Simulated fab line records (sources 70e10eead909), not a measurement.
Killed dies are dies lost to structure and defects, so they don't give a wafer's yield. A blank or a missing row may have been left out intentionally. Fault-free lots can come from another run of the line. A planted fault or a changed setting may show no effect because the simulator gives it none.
Matching of chambers | flow nandHarc | NHARC_A_CHANNEL_FILL_D1_ALD_14 on aldHk-03: 4 sister chambers
The step deposits SiO2, target thk 2.5 nm, pulse time 10 s, ald cycles 25. 14 wafers are shown with their chamber, then 7 later ones without.

WAFERS, EACH WITH ITS CHAMBER
wafer  | chamber | heaterPowerW (W) | precursorPulseHeightRel
L957.3 | 3       | 533              | 1.027
L957.4 | 2       | 511              | 0.990
L957.6 | 2       | 503              | 1.004
L959.2 | 1       | 409              | 0.982
L959.3 | 2       | 514              | 1.033
L959.4 | 3       | 490              | 1.016
L962.1 | 1       | 410              | 1.015
L962.2 | 3       | 518              | 1.017
L962.5 | 1       | 419              | 0.999
L967.1 | 1       | 417              | 0.998
L967.2 | 0       | 448              | 1.006
L967.4 | 3       | 509              | 0.999
L968.1 | 2       | 523              | 1.020
L968.2 | 0       | 451              | 0.981

SIGNATURES, as means of the wafers listed above
reading                 | chamber 0 | chamber 1 | chamber 2 | chamber 3 | scatter within a chamber
heaterPowerW            | 449.50    | 413.75    | 512.75    | 512.50    | 11.2
precursorPulseHeightRel | 0.99350   | 0.99850   | 1.01175   | 1.01475   | 0.0152
Rule: a wafer's distance from a chamber is the root of the sum, over the readings, of the square of ((its reading less the chamber's mean) divided by the reading's scatter). If the next closest chamber is less than 2 further off than the closest, the wafer can't be placed; otherwise it belongs to the closest. How the scatter is found: for the shown wafers, subtract from each reading the mean of its chamber, square and add these, divide the total by (wafers less chambers), then take the root.

WAFERS MISSING THEIR CHAMBER
wafer  | heaterPowerW (W) | precursorPulseHeightRel
L968.6 | 520              | 0.971
L973.1 | 507              | 1.015
L973.4 | 518              | 0.999
L973.6 | 453              | 0.991
L977.1 | 422              | 1.000
L977.2 | 501              | 1.013
L977.3 | 513              | 0.974

WHICH CHAMBER EACH WENT THROUGH
wafer  | from the rows above     | in truth
L968.6 | can't be placed: 2 or 3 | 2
L973.1 | can't be placed: 3 or 2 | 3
L973.4 | can't be placed: 2 or 3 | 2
L973.6 | 0                       | 0
L977.1 | can't be placed: 1 or 0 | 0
L977.2 | can't be placed: 3 or 2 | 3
L977.3 | can't be placed: 2 or 3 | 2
1 of 7 placed correctly. These rows do not allow placing 6 (true chamber among the candidates in 6). Wrongly placed: 0.
